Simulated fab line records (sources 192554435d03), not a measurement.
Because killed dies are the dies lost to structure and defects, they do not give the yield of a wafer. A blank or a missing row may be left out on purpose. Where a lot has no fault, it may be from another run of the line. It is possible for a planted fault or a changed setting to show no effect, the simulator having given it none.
One fault seen from 2 desks -- flow n5 finfet -- each desk has only its own numbers; what lay behind them comes last

== THE METROLOGY DESK ==
Means of the sampled wafers that have a number, per lot and without regard to the tool the lot ran on: this is what the gauges read. Marked OUT: a lot whose mean sits more than 4 standard deviations from the usual mean, which makes it out of limits; the brackets give that distance. 7 of its 14 readings are shown, namely those furthest out on some lot.
Columns: A = trench depth nm at N5_BEOL_M4_OCD_MEAS_38, usual 55.3 nm; B = M4_THK at N5_BEOL_M4_THK_MEAS_53, usual 39.8 nm; C = M4_RS at N5_BEOL_M4_RS_MEAS_58, usual 0.67 ohm/sq; D = DIBL_N at N5_BEOL_M4_RC_MEAS_101, usual 36.4 mV/V; E = SS_N at N5_BEOL_M4_RC_MEAS_101, usual 71.5 mV/dec; F = VT_N at N5_BEOL_M4_RC_MEAS_101, usual 250 mV; G = VT_P at N5_BEOL_M4_RC_MEAS_101, usual -250 mV
lot,first seen here,A,B,C,D,E,F,G
L940,day 9 15:43,54.8,38.9,0.70,35.6,71.3,247,-251
L946,day 11 07:22,55.5,38.4,0.70,37.1,71.9,251,-254
L944,day 11 10:53,57.4,42.4,0.62,35.2,72.0,251,-254
L947,day 11 15:41,57.4,41.2,0.64,35.7,70.9,253,-253
L951,day 12 17:22,55.2,40.3,0.66,36.0,71.1,252,-253
L952,day 12 20:15,54.1,39.2,0.69,33.8,70.4,251,-250
L953,day 13 01:17,54.6,39.7,0.68,35.7,71.9,254,-253
L957,day 13 19:08,55.2,39.6,0.68,37.0,71.8,253,-258
Finding of this desk: none of the 8 lots has anything out of limits.

== DESK OF THE TOOL OWNER: rie diel-06 ==
The tool's own readings at N5_BEOL_M4_TRENCH_ETCH_37 (etches SiOC in C4F6/O2, target depth 55.555 nm, time 29.2 s): means of the sampled wafers that have a number, for each lot that ran on this tool. Marked OUT: a lot whose mean sits more than 4 standard deviations from the usual mean, which makes it out of limits; the brackets give that distance.
Columns: A = C4F6_flow_sccm at N5_BEOL_M4_TRENCH_ETCH_37, usual 10.00 sccm; B = drypump motor current A at N5_BEOL_M4_TRENCH_ETCH_37, usual 5.6 A; C = oes product au at N5_BEOL_M4_TRENCH_ETCH_37, usual 0.79 a.u.; D = rf fwd power W at N5_BEOL_M4_TRENCH_ETCH_37, usual 350.4 W; E = rf vpp V at N5_BEOL_M4_TRENCH_ETCH_37, usual 667 V; F = showerhead plenum p Torr at N5_BEOL_M4_TRENCH_ETCH_37, usual 2.84 Torr; G = throttle valve pct at N5_BEOL_M4_TRENCH_ETCH_37, usual 20.92 %
lot,first seen here,A,B,C,D,E,F,G
L946,day 11 07:13,9.99,5.8,0.83,350.1,665,2.76,20.79
L944,day 11 10:44,10.00,5.8,0.86,379.5 (+21) OUT,650,2.80,20.87
L947,day 11 15:32,9.98,5.9,0.83,379.2 (+21) OUT,645,2.77,21.07
This desk's finding: out of limits on L944, L947; first on L944, day 11 10:44 (rf fwd power W at N5_BEOL_M4_TRENCH_ETCH_37). In limits: L946.

== ALL TOGETHER ==
On L944, L947, at day 11 10:44, an alarm was possible from the tool owner's desk.
At the metrology desk, nothing out of limits was observed.
The metrology desk holds a record of L944, L947, inside its limits.
All the named lots went through N5_BEOL_M4_TRENCH_ETCH_37 on rie diel-06.

== WHAT WAS PUT IN BY THE SIMULATOR ==
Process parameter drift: rie diel-06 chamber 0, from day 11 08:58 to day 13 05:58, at N5_BEOL_M4_TRENCH_ETCH_37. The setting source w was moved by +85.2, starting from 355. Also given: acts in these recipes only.
Shown lots that were struck: L944, L947.
Delay in hours, fault start to first out-of-limits reading, by desk: the tool owner's desk at 2.
